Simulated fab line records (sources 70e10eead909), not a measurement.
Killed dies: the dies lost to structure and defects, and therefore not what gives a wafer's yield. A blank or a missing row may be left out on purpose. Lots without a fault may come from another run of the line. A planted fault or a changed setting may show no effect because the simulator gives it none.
Chamber matching	flow nand harc	NHARC_P_BONDPAD_DESCUM_11 on rie diel-11: 4 sister chambers
The step chemistry O2, time 3 s. 27 wafers are shown with their chamber, then 12 later ones without.

WAFERS, EACH WITH ITS CHAMBER
wafer	chamber	drypump motor current A (A)	throttle valve pct (%)	rf vpp V (V)
L075.1	0	6.1	11.314	58.8
L075.4	3	6.2	11.316	57.6
L075.5	1	5.3	11.303	58.1
L077.3	3	6.1	11.318	56.2
L077.4	1	5.3	11.301	58.5
L077.6	2	4.9	11.302	57.3
L080.4	3	6.2	11.294	57.9
L080.5	2	4.9	11.314	56.6
L080.6	1	5.3	11.309	57.9
L084.1	1	5.3	11.309	59.1
L084.3	0	6.1	11.329	57.0
L084.5	0	6.1	11.329	58.3
L085.2	3	6.2	11.310	58.4
L085.3	2	4.9	11.320	57.5
L085.6	0	6.1	11.314	57.7
L085.1	1	5.3	11.305	58.6
L085.4	0	6.1	11.317	56.6
L085.5	3	6.1	11.323	56.9
L086.3	0	6.1	11.314	58.4
L086.4	2	4.9	11.303	57.1
L086.5	0	6.1	11.321	58.7
L089.1	2	4.9	11.296	56.8
L089.2	0	6.1	11.316	57.4
L089.3	3	6.2	11.302	56.9
L092.1	2	4.9	11.295	57.4
L092.3	0	6.1	11.319	55.4
L092.6	2	4.9	11.305	57.5

SIGNATURES (averages over the wafers above)
reading	chamber 0	chamber 1	chamber 2	chamber 3	scatter within a chamber
drypump motor current A	6.100	5.300	4.900	6.167	0.0241
throttle valve pct	11.31922	11.30540	11.30500	11.31050	0.00789
rf vpp V	57.589	58.440	57.171	57.317	0.803
Rule: a wafer lies at a distance from a chamber equal to the root of the sum of squares, over the readings, of (its reading less the chamber's mean, divided by the reading's scatter). If the next closest chamber is less than 2 further off than the closest, the wafer can't be placed; otherwise it belongs to the closest. How the scatter is found: for the shown wafers, subtract from each reading the mean of its chamber, square and add these, divide the total by (wafers less chambers), then take the root.

WAFERS WHOSE CHAMBER IS MISSING
wafer	drypump motor current A (A)	throttle valve pct (%)	rf vpp V (V)
L093.1	6.1	11.316	58.7
L093.2	6.2	11.289	57.6
L093.3	4.9	11.326	58.1
L093.4	5.3	11.309	59.8
L093.5	4.9	11.309	57.9
L093.6	6.2	11.314	58.5
L094.1	5.3	11.301	59.0
L094.2	6.2	11.312	56.5
L094.3	6.1	11.305	58.3
L094.4	4.9	11.306	58.2
L094.5	6.1	11.325	56.5
L094.6	5.3	11.313	57.7

THE CHAMBER EACH PASSED THROUGH
wafer	from the rows above	in truth
L093.1	can't be placed: 0 or 3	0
L093.2	3	3
L093.3	2	2
L093.4	1	1
L093.5	2	2
L093.6	3	3
L094.1	1	1
L094.2	3	3
L094.3	can't be placed: 0 or 3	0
L094.4	2	2
L094.5	can't be placed: 0 or 3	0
L094.6	1	1
9 of 12 placed correctly. These rows do not allow placing 3 (true chamber among the candidates in 3). Placed wrongly: 0.
